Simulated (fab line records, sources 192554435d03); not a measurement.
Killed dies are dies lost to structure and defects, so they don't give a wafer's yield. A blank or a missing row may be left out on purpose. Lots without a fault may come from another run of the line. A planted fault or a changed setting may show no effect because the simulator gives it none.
fab line records | flow n5_finfet
record lots=7 wafers=39
route steps=1938 shown FIN_SAQP@131 DUMMY_GATE@237 SD_EPI_P@321 HKMG_FIN@444 PASSIVATION@1936
start_h: hours from the record's first day to the start of the lot's first wafer shown | wait_h: hours since the lot's step before | " the same as in the row above | L1.1+2: a row that stands for several wafers | - no value, or no start given | * or withheld: withheld | < > ~ a bound
route shown NAME@n: a module of which the file shows steps, and the number in the route of the first | usual: mean/standard deviation of fault-free wafers | same: alike in all rows | chamber/n: place in a boat | sites: the reading at each site | _std_site: their standard deviation | _edge_site: outer sites' mean less inner sites' | radius_mm: how far each site lies from the wafer's centre | mask NAME#n: copy n | behind: the tool/chamber that last shaped the wafer | hold: why the lot was held/for how many hours/how that ended | device: the transistor (n, p or np) that didn't switch | end of line: the same wafers' tests at the end of the route | a step without rows: its recipe alone | killed: dies lost to structure and defects at the first sort, not the wafer's yield | map: a wafer's dies, x killed, . not, _ none there
set.NAME: the setting as run; set.NAME@STEP: as run at that earlier step | model.NAME: the simulator's own value behind a step, which no gauge read
lots whose settings were changed on purpose; a table a step, a row a wafer
## steps
# step N5_FIN_SAQP_MANDREL_ETCH_58
# recipe chemistry=HBr/Cl2 target=a-Si target_depth_a=450 bt_time_s=10 stop_on=SiNx mask_material=SiO2 over_etch_frac=0.8 time_s=27 pressure_mtorr=10 icp_w=800 bias_w=75 HBr_flow_sccm=150 Cl2_flow_sccm=80 ends=end_point
# step N5_DUMMY_GATE_ETCH_37
# recipe chemistry=N2/H2 target=SOC target_depth_a=600 overetch_a=300 temp_c=40 ion_energy_ev=200 pressure_mtorr=30 source_w=840 bias_w=150 n2_flow_sccm=200 h2_flow_sccm=200
# step N5_DUMMY_GATE_ETCH_31
# recipe chemistry=C4F6/O2 target=SiO2 mask_material=SOC target_depth_a=825 time_s=27.5 ion_energy_ev=250 pressure_mtorr=30 source_w=345 bias_w=185 Ar_flow_sccm=300 C4F6_flow_sccm=10 O2_flow_sccm=10
# step N5_DUMMY_GATE_ETCH_44
# recipe chemistry=HBr/O2 over_etch_frac=0.7 target_depth_a=1275 stop_on=SiO2 ion_energy_ev=60 bias_w=20 target=poly-Si mask_material=SiO2 pressure_mtorr=20 icp_w=400 HBr_flow_sccm=120 O2_flow_sccm=10
# step N5_DUMMY_GATE_ETCH_42
# recipe chemistry=CHF3/O2 target=SiO2 target_depth_a=35 time_s=31 ion_energy_ev=30 bias_w=12 pressure_mtorr=30 source_w=600 Ar_flow_sccm=200 CHF3_flow_sccm=50 O2_flow_sccm=5
# step N5_SD_EPI_P_EPI_21
# recipe material=SiGe:B dopant=B temp_c=550 pressure_torr=20 ambient=H2 time_s=355
# step N5_HKMG_FIN_ETCH_86
# recipe chemistry=N2/H2 target=SOC target_depth_a=3932 stop_on=TiN ion_energy_ev=100 bias_w=61 pressure_mtorr=30 source_w=850 n2_flow_sccm=200 h2_flow_sccm=200
# step N5_PASSIVATION_PROBE_49
# usual killed_at_front_end=40/12 killed_dies=105/16 killed_on_rim=14/4.4
# columns lot.wafer tool chamber start_h wait_h set.bias_w@FIN_SAQP_MANDREL_ETCH_58 set.source_w@DUMMY_GATE_ETCH_37 set.target_depth_a@DUMMY_GATE_ETCH_31 set.target_depth_a@DUMMY_GATE_ETCH_44 set.bias_w@DUMMY_GATE_ETCH_42 set.temp_c@SD_EPI_P_EPI_21 set.target_depth_a@HKMG_FIN_ETCH_86 killed_at_front_end killed_dies killed_on_rim
L076.1 prober-02 - 322.67 0.0 80.44 840 825 1275 11.21 547.3 4376 1123 1171 152
L076.2 prober-02 - 322.72 0.1 75 840 825 1275 11.21 550 4376 1120 1179 152
L076.3 prober-02 - 322.77 0.1 80.44 840 825 1275 12 547.3 4376 1103 1172 152
L076.4 prober-02 - 322.82 0.2 75 840 825 1275 12 547.3 3932 31 97 16
L076.5 prober-02 - 322.87 0.2 80.44 840 825 1275 12 550 3932 24 92 16
L076.6 prober-02 - 322.92 0.3 75 840 825 1275 11.21 550 3932 44 122 11
L083.1 prober-01 - 355.23 0.0 75 840 825 1179 12.64 548.8 4363 1130 1179 151
L083.2 prober-01 - 355.28 0.1 89.27 840 825 1275 12.64 550 4363 1147 1180 152
L083.3 prober-01 - 355.33 0.1 75 772.8 825 1275 12 548.8 3932 28 80 14
L083.4 prober-01 - 355.38 0.2 89.27 840 825 1179 12 550 3932 42 100 11
L083.5 prober-01 - 355.43 0.2 75 772.8 825 1275 12.64 550 3932 43 89 12
L083.6 prober-01 - 355.48 0.3 89.27 772.8 825 1179 12 548.8 4363 1121 1170 152
L084.1 prober-02 - 362.48 0.0 66.8 840 718.3 1345 12 550 3932 35 97 4
L084.2 prober-02 - 362.53 0.1 66.8 732.5 825 1345 12 546.4 3932 36 106 15
L084.3 prober-02 - 362.58 0.1 75 840 718.3 1275 12 546.4 3932 34 102 7
L084.4 prober-02 - 362.63 0.2 75 732.5 825 1345 9.759 550 3932 26 75 1
L084.5 prober-02 - 362.68 0.2 66.8 732.5 718.3 1275 9.759 546.4 3932 68 130 17
L084.6 prober-02 - 362.73 0.3 75 840 825 1275 9.759 550 3932 25 101 12
L088.2 prober-01 - 384.45 0.1 75 840 825 1275 12 550 3932 42 86 7
L088.5 prober-01 - 384.60 0.2 75 840 825 1275 12 550 3932 55 109 18
L088.6 prober-01 - 384.65 0.3 75 840 825 1275 12 550 3932 58 133 16
L090.1 prober-01 - 411.98 0.0 61.12 718.6 825 1275 10.72 550 4212 1108 1157 152
L090.2 prober-01 - 412.03 0.1 61.12 840 825 1400 12 550 4212 933 971 138
L090.3 prober-01 - 412.08 0.1 61.12 840 719.3 1400 10.72 550 3932 32 70 14
L090.4 prober-01 - 412.13 0.2 75 718.6 825 1275 12 550 3932 32 94 13
L090.5 prober-01 - 412.18 0.2 75 718.6 719.3 1400 10.72 550 4212 926 971 134
L090.6 prober-01 - 412.23 0.3 75 840 719.3 1275 12 550 3932 23 74 11
L093.1 prober-01 - 420.76 0.0 82.56 840 771.7 1138 12 550 3660 37 106 14
L093.2 prober-01 - 420.81 0.1 75 840 825 1275 10.02 550 3660 32 118 17
L093.3 prober-01 - 420.86 0.1 82.56 729.4 771.7 1275 10.02 550 3932 37 100 16
L093.4 prober-01 - 420.91 0.2 75 840 825 1138 10.02 550 3932 50 135 23
L093.5 prober-01 - 420.96 0.2 82.56 729.4 825 1275 12 550 3660 34 104 13
L093.6 prober-01 - 421.01 0.3 75 729.4 771.7 1138 12 550 3932 25 114 15
L092.1 prober-02 - 434.39 0.0 85.33 840 904.7 1352 12 550 4380 1122 1178 152
L092.2 prober-02 - 434.44 0.1 85.33 929.9 825 1352 12 550 4380 1120 1176 152
L092.3 prober-02 - 434.49 0.1 75 929.9 904.7 1275 12 550 3932 48 102 15
L092.4 prober-02 - 434.54 0.2 75 840 825 1352 12.79 550 3932 42 98 13
L092.5 prober-02 - 434.59 0.2 85.33 840 904.7 1275 12.79 550 4380 1129 1178 152
L092.6 prober-02 - 434.64 0.3 75 929.9 825 1275 12.79 550 3932 42 93 9
# killed by level:class
L076.1 HKMG_FIN:area_etch=1069 STI_FIN_REVEAL:geometric_particle:open=13 BEOL_M4:geometric_particle:open=9 STI_FIN_REVEAL:geometric_particle:short=8 BEOL_M1:geometric_particle:open=7 FIN_SAQP:geometric_particle:open=5 GATE_CUT:geometric_particle:short=5 MOL_CONTACT_COAG:geometric_particle:open=5
L076.2 HKMG_FIN:area_etch=1097 BEOL_M0_SAQP:geometric_particle:open=13 BEOL_M4:geometric_particle:open=10 BEOL_M0_SAQP:geometric_particle:short=7 BEOL_M3:geometric_particle:open=6 GATE_CUT:geometric_particle:open=5 BEOL_M1:geometric_particle:open=5 MOL_CONTACT_COAG:geometric_particle:open=3
L076.3 HKMG_FIN:area_etch=1065 STI_FIN_REVEAL:geometric_particle:open=17 BEOL_M0_SAQP:geometric_particle:short=11 BEOL_M3:geometric_particle:open=7 MOL_CONTACT_COAG:geometric_particle:open=6 BEOL_M0_SAQP:geometric_particle:open=6 BEOL_M2:geometric_particle:open=5 BEOL_M4:geometric_particle:open=5
L076.4 STI_FIN_REVEAL:geometric_particle:open=15 BEOL_M0_SAQP:geometric_particle:open=14 BEOL_M4:geometric_particle:open=12 BEOL_M2:geometric_particle:open=8 BEOL_M0_SAQP:geometric_particle:short=6 MOL_CONTACT_COAG:geometric_particle:open=4 BEOL_M1:geometric_particle:open=4 STI_FIN_REVEAL:geometric_particle:short=3
L076.5 BEOL_M0_SAQP:geometric_particle:short=12 BEOL_M0_SAQP:geometric_particle:open=10 BEOL_M1:geometric_particle:open=8 FIN_SAQP:geometric_particle:short=6 MOL_CONTACT_COAG:geometric_particle:open=6 BEOL_M4:geometric_particle:open=6 BEOL_M2:geometric_particle:open=5 ILD0:geometric_particle:open=4
L076.6 BEOL_M4:geometric_particle:open=15 BEOL_M0_SAQP:geometric_particle:short=15 BEOL_M0_SAQP:geometric_particle:open=13 FIN_SAQP:geometric_particle:open=11 BEOL_M2:geometric_particle:open=8 MOL_CONTACT_COAG:geometric_particle:open=8 FIN_SAQP:geometric_particle:short=7 STI_FIN_REVEAL:geometric_particle:open=5
L083.1 HKMG_FIN:area_etch=1078 FIN_SAQP:geometric_particle:open=16 BEOL_M1:geometric_particle:open=11 DUMMY_GATE:geometric_particle:open=9 MOL_CONTACT_COAG:geometric_particle:open=7 FIN_SAQP:geometric_particle:short=6 BEOL_M0:geometric_particle:open=6 STARTING-WAFER:geometric_particle:open=5
L083.2 HKMG_FIN:area_etch=1111 FIN_SAQP:geometric_particle:short=8 FIN_SAQP:geometric_particle:open=8 BEOL_M4:geometric_particle:short=8 STI_FIN_REVEAL:geometric_particle:open=4 DUMMY_GATE:geometric_particle:open=4 DUMMY_GATE:geometric_particle:short=4 MOL_CONTACT_COAG:geometric_particle:open=4
L083.3 MOL_CONTACT_COAG:geometric_particle:open=11 FIN_SAQP:geometric_particle:open=8 BEOL_M0_SAQP:geometric_particle:short=7 BEOL_M2:geometric_particle:open=6 FIN_SAQP:geometric_particle:short=5 BEOL_M1:geometric_particle:open=5 BEOL_M0_SAQP:geometric_particle:open=3 BEOL_M3:geometric_particle:open=3
L083.4 MOL_CONTACT_COAG:geometric_particle:open=12 BEOL_M0:geometric_particle:open=11 DUMMY_GATE:geometric_particle:open=9 BEOL_M4:geometric_particle:open=7 FIN_SAQP:geometric_particle:open=6 BEOL_M2:geometric_particle:open=6 GATE_CUT:geometric_particle:short=5 BEOL_M3:geometric_particle:open=5
L083.5 MOL_CONTACT_COAG:geometric_particle:open=15 FIN_SAQP:geometric_particle:short=9 STI_FIN_REVEAL:geometric_particle:open=6 DUMMY_GATE:geometric_particle:open=4 BEOL_M0:geometric_particle:open=4 BEOL_M3:geometric_particle:open=4 HKMG_FIN:area_etch=4 STI_FIN_REVEAL:geometric_particle:short=3
L083.6 HKMG_FIN:area_etch=1085 MOL_CONTACT_COAG:geometric_particle:open=12 FIN_SAQP:geometric_particle:short=7 BEOL_M1:geometric_particle:open=7 BEOL_M3:geometric_particle:open=7 FIN_SAQP:geometric_particle:open=4 DUMMY_GATE:geometric_particle:open=4 MOL_CONTACT_COAG:geometric_particle:short=4
L084.1 FIN_SAQP:geometric_particle:short=9 BEOL_M2:geometric_particle:open=9 MOL_CONTACT_COAG:geometric_particle:open=8 FIN_SAQP:geometric_particle:open=7 BEOL_M5:geometric_particle:open=6 STARTING-WAFER:geometric_particle:short=5 BEOL_M0_SAQP:geometric_particle:short=5 PASS1_DEP:geometric_particle:open=5
L084.2 BEOL_M2:geometric_particle:open=16 BEOL_M0_SAQP:geometric_particle:open=13 FIN_SAQP:geometric_particle:open=11 MOL_CONTACT_COAG:geometric_particle:open=11 BEOL_M0_SAQP:geometric_particle:short=6 STI_FIN_REVEAL:geometric_particle:open=5 STARTING-WAFER:geometric_particle:short=5 FIN_SAQP:geometric_particle:short=4
L084.3 BEOL_M0_SAQP:geometric_particle:short=15 BEOL_M0_SAQP:geometric_particle:open=12 BEOL_M2:geometric_particle:open=11 FIN_SAQP:geometric_particle:short=7 FIN_SAQP:geometric_particle:open=6 ILD0:geometric_particle:short=5 BEOL_M3:geometric_particle:open=5 GATE_CUT:geometric_particle:short=4
L084.4 MOL_CONTACT_COAG:geometric_particle:open=9 FIN_SAQP:geometric_particle:open=6 BEOL_M0_SAQP:geometric_particle:short=6 FIN_SAQP:geometric_particle:short=4 BEOL_M0_SAQP:geometric_particle:open=4 ILD0:geometric_particle:short=3 GATE_CUT:geometric_particle:open=3 BEOL_M0:geometric_particle:open=3
L084.5 FIN_SAQP:geometric_particle:open=27 FIN_SAQP:geometric_particle:short=17 BEOL_M1:geometric_particle:open=9 MOL_CONTACT_COAG:geometric_particle:open=8 BEOL_M0_SAQP:geometric_particle:short=7 BEOL_M2:geometric_particle:open=6 ILD0:geometric_particle:short=5 BEOL_M4:geometric_particle:open=5
L084.6 BEOL_M0_SAQP:geometric_particle:open=16 BEOL_M2:geometric_particle:open=13 BEOL_M0_SAQP:geometric_particle:short=9 MOL_CONTACT_COAG:geometric_particle:open=7 FIN_SAQP:geometric_particle:open=6 STARTING-WAFER:geometric_particle:short=4 PASS1_CAP:geometric_particle:short=4 MOL_CONTACT_COAG:geometric_particle:short=3
L088.2 FIN_SAQP:geometric_particle:open=22 FIN_SAQP:geometric_particle:short=10 MOL_CONTACT_COAG:geometric_particle:open=10 BEOL_M4:geometric_particle:open=6 STARTING-WAFER:geometric_particle:open=5 BEOL_M1:geometric_particle:open=5 BEOL_M0_SAQP:geometric_particle:open=4 BEOL_M2:geometric_particle:open=4
L088.5 FIN_SAQP:geometric_particle:short=14 FIN_SAQP:geometric_particle:open=10 STI_FIN_REVEAL:geometric_particle:open=9 BEOL_M4:geometric_particle:open=8 BEOL_M0_SAQP:geometric_particle:open=7 BEOL_M0_SAQP:geometric_particle:short=5 BEOL_M2:geometric_particle:open=5 BEOL_M3:geometric_particle:open=5
L088.6 FIN_SAQP:geometric_particle:short=21 MOL_CONTACT_COAG:geometric_particle:open=21 FIN_SAQP:geometric_particle:open=16 BEOL_M3:geometric_particle:open=8 STI_FIN_REVEAL:geometric_particle:open=7 MOL_CONTACT_COAG:geometric_particle:short=6 BEOL_M0_SAQP:geometric_particle:short=6 BEOL_M1:geometric_particle:open=5
L090.1 HKMG_FIN:area_etch=1073 FIN_SAQP:geometric_particle:open=13 MOL_CONTACT_COAG:geometric_particle:open=8 BEOL_M2:geometric_particle:open=8 FIN_SAQP:geometric_particle:short=6 STI_FIN_REVEAL:geometric_particle:open=6 BEOL_M0_SAQP:geometric_particle:short=6 BEOL_M1:geometric_particle:open=4
L090.2 HKMG_FIN:area_etch=898 FIN_SAQP:geometric_particle:short=13 FIN_SAQP:geometric_particle:open=7 BEOL_M0_SAQP:geometric_particle:open=7 STI_FIN_REVEAL:geometric_particle:open=6 MOL_CONTACT_COAG:geometric_particle:open=6 BEOL_M3:geometric_particle:open=6 STARTING-WAFER:geometric_particle:short=4
L090.3 STI_FIN_REVEAL:geometric_particle:open=8 FIN_SAQP:geometric_particle:open=7 BEOL_M7:geometric_particle:open=5 DUMMY_GATE:geometric_particle:open=4 BEOL_M2:geometric_particle:open=4 BEOL_M3:geometric_particle:open=4 FIN_SAQP:geometric_particle:short=3 MOL_CONTACT_COAG:geometric_particle:open=3
L090.4 FIN_SAQP:geometric_particle:open=12 BEOL_M1:geometric_particle:open=8 MOL_CONTACT_COAG:geometric_particle:open=7 FIN_SAQP:geometric_particle:short=6 BEOL_M2:geometric_particle:open=6 BEOL_M3:geometric_particle:open=6 BEOL_M0_SAQP:geometric_particle:open=5 BEOL_M0_SAQP:geometric_particle:short=5
L090.5 HKMG_FIN:area_etch=902 MOL_CONTACT_COAG:geometric_particle:open=9 FIN_SAQP:geometric_particle:short=7 STI_FIN_REVEAL:geometric_particle:open=7 BEOL_M8:geometric_particle:open=6 BEOL_M3:geometric_particle:open=5 BEOL_M0_SAQP:geometric_particle:short=4 BEOL_M4:geometric_particle:open=4
L090.6 BEOL_M3:geometric_particle:open=8 BEOL_M0_SAQP:geometric_particle:open=8 FIN_SAQP:geometric_particle:short=7 FIN_SAQP:geometric_particle:open=6 MOL_CONTACT_COAG:geometric_particle:open=4 MOL_CONTACT_COAG:geometric_particle:short=4 BEOL_M0_SAQP:geometric_particle:short=4 BEOL_M0:geometric_particle:open=4
L093.1 DUMMY_GATE:geometric_particle:open=8 BEOL_M3:geometric_particle:open=8 FIN_SAQP:geometric_particle:short=7 BEOL_M0_SAQP:geometric_particle:short=6 BEOL_M0:geometric_particle:open=6 BEOL_M2:geometric_particle:open=6 BEOL_M2:geometric_particle:short=6 GATE_CUT:geometric_particle:open=5
L093.2 BEOL_M4:geometric_particle:open=11 BEOL_M7:geometric_particle:open=10 BEOL_M0_SAQP:geometric_particle:short=9 FIN_SAQP:geometric_particle:short=8 GATE_CUT:geometric_particle:short=8 BEOL_M4:geometric_particle:short=7 BEOL_M1:geometric_particle:open=5 MOL_CONTACT_COAG:geometric_particle:open=5
L093.3 MOL_CONTACT_COAG:geometric_particle:open=11 STI_FIN_REVEAL:geometric_particle:open=8 BEOL_M2:geometric_particle:open=8 GATE_CUT:geometric_particle:short=7 BEOL_M3:geometric_particle:open=7 BEOL_M0_SAQP:geometric_particle:open=6 GATE_CUT:geometric_particle:open=5 BEOL_M4:geometric_particle:open=4
L093.4 MOL_CONTACT_COAG:geometric_particle:open=13 GATE_CUT:geometric_particle:short=12 BEOL_M2:geometric_particle:open=11 FIN_SAQP:geometric_particle:short=10 BEOL_M3:geometric_particle:open=9 BEOL_M4:geometric_particle:open=9 FIN_SAQP:geometric_particle:open=7 BEOL_M0_SAQP:geometric_particle:open=6
L093.5 MOL_CONTACT_COAG:geometric_particle:open=14 BEOL_M0_SAQP:geometric_particle:open=7 BEOL_M2:geometric_particle:open=7 MOL_CONTACT_COAG:geometric_particle:short=6 GATE_CUT:geometric_particle:short=5 BEOL_M1:geometric_particle:open=5 BEOL_M4:geometric_particle:open=5 FIN_SAQP:geometric_particle:open=4
L093.6 BEOL_M0_SAQP:geometric_particle:short=13 MOL_CONTACT_COAG:geometric_particle:open=12 BEOL_M0_SAQP:geometric_particle:open=10 BEOL_M2:geometric_particle:open=9 BEOL_M3:geometric_particle:short=8 BEOL_M4:geometric_particle:open=7 FIN_SAQP:geometric_particle:short=6 BEOL_M3:geometric_particle:open=6
L092.1 HKMG_FIN:area_etch=1080 FIN_SAQP:geometric_particle:open=10 BEOL_M4:geometric_particle:open=8 BEOL_M0_SAQP:geometric_particle:open=8 BEOL_M3:geometric_particle:open=8 GATE_CUT:geometric_particle:short=7 DUMMY_GATE:geometric_particle:open=6 FIN_SAQP:geometric_particle:short=5
L092.2 HKMG_FIN:area_etch=1066 DUMMY_GATE:geometric_particle:open=12 FIN_SAQP:geometric_particle:short=11 BEOL_M3:geometric_particle:open=9 MOL_CONTACT_COAG:geometric_particle:open=8 FIN_SAQP:geometric_particle:open=7 BEOL_M2:geometric_particle:open=6 BEOL_M0_SAQP:geometric_particle:short=5
L092.3 MOL_CONTACT_COAG:geometric_particle:open=10 BEOL_M3:geometric_particle:open=10 FIN_SAQP:geometric_particle:short=9 GATE_CUT:geometric_particle:short=9 BEOL_M0_SAQP:geometric_particle:short=7 FIN_SAQP:geometric_particle:open=6 BEOL_M0_SAQP:geometric_particle:open=6 BEOL_M4:geometric_particle:open=6
L092.4 STI_FIN_REVEAL:geometric_particle:open=10 MOL_CONTACT_COAG:geometric_particle:open=10 BEOL_M4:geometric_particle:open=8 BEOL_M0_SAQP:geometric_particle:short=8 FIN_SAQP:geometric_particle:short=7 BEOL_M2:geometric_particle:open=6 BEOL_M3:geometric_particle:open=6 FIN_SAQP:geometric_particle:open=5
L092.5 HKMG_FIN:area_etch=1089 MOL_CONTACT_COAG:geometric_particle:open=12 DUMMY_GATE:geometric_particle:open=11 BEOL_M4:geometric_particle:open=11 GATE_CUT:geometric_particle:short=6 BEOL_M1:geometric_particle:short=4 FIN_SAQP:geometric_particle:open=3 STI_FIN_REVEAL:geometric_particle:open=3
L092.6 MOL_CONTACT_COAG:geometric_particle:open=13 FIN_SAQP:geometric_particle:short=7 GATE_CUT:geometric_particle:short=7 FIN_SAQP:geometric_particle:open=6 STI_FIN_REVEAL:geometric_particle:open=5 DUMMY_GATE:geometric_particle:open=4 MOL_CONTACT_COAG:geometric_particle:short=3 BEOL_M1:geometric_particle:short=3
## key
split step=N5_FIN_SAQP_MANDREL_ETCH_58 setting=bias_w stated_as=75
response none clear
split step=N5_DUMMY_GATE_ETCH_37 setting=source_w stated_as=840
response none clear
split step=N5_DUMMY_GATE_ETCH_31 setting=target_depth_a stated_as=825
response none clear
split step=N5_DUMMY_GATE_ETCH_44 setting=target_depth_a stated_as=1275
response none clear
split step=N5_DUMMY_GATE_ETCH_42 setting=bias_w stated_as=12
response none clear
split step=N5_SD_EPI_P_EPI_21 setting=temp_c stated_as=550
response none clear
split step=N5_HKMG_FIN_ETCH_86 setting=target_depth_a stated_as=3932
response step=N5_PASSIVATION_PROBE_49 reading=killed_on_rim slope=+11.6 per=1% together_with=all explained=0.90
response step=N5_PASSIVATION_PROBE_49 reading=killed_dies slope=+89.6 per=1% together_with=all explained=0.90
response step=N5_PASSIVATION_PROBE_49 reading=killed_at_front_end slope=+90.1 per=1% together_with=all explained=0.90
